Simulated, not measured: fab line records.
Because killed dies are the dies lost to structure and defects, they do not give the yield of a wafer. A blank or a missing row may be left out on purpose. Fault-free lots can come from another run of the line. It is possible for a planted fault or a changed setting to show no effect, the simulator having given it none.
Chamber matching | flow nandHarc | NHARC_A_STAIRCASE_DEP_151 on pecvd-04 has 3 sister chambers
The step deposits SiO2, target thk 7200 nm. 6 wafers are shown with their chamber, then 11 later ones without.

EACH WAFER AND ITS CHAMBER
wafer  | chamber | heaterPowerW (W)
L089.2 | 2       | 796
L089.4 | 0       | 637
L092.1 | 0       | 759
L092.2 | 2       | 764
L092.3 | 1       | 688
L091.1 | 1       | 692

WAFERS WITHOUT THEIR CHAMBER
wafer  | heaterPowerW (W)
L091.4 | 625
L091.5 | 657
L093.1 | 808
L093.4 | 644
L093.5 | 580
L094.3 | 728
L094.5 | 592
L094.6 | 634
L097.1 | 744
L097.2 | 735
L097.6 | 644

CHAMBER TAKEN BY EACH
wafer  | from the rows above          | in truth
L091.4 | can't be placed: 1 or 0 or 2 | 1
L091.5 | can't be placed: 1 or 0 or 2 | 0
L093.1 | can't be placed: 2 or 0 or 1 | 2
L093.4 | can't be placed: 1 or 0 or 2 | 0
L093.5 | can't be placed: 1 or 0 or 2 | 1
L094.3 | can't be placed: 0 or 1 or 2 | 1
L094.5 | can't be placed: 1 or 0 or 2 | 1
L094.6 | can't be placed: 1 or 0 or 2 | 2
L097.1 | can't be placed: 2 or 0 or 1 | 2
L097.2 | can't be placed: 0 or 1 or 2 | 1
L097.6 | can't be placed: 1 or 0 or 2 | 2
Correctly placed: 0 of 11. Cannot be placed on the basis of these rows: 11; the candidates contain the true chamber in 11. Wrongly placed: 0.
How it was worked out, from the rows above alone: a wafer's distance from a chamber is the root of the sum, over the readings, of the square of ((its reading less the chamber's mean) divided by the reading's scatter). If the next closest chamber is less than 2 further off than the closest, the wafer can't be placed; otherwise it belongs to the closest. For every chamber, the mean is computed from those of its wafers that are shown. The scatter: take each reading less its chamber's mean, square it, sum over the shown wafers, divide by the number of wafers less the number of chambers, and take the root.
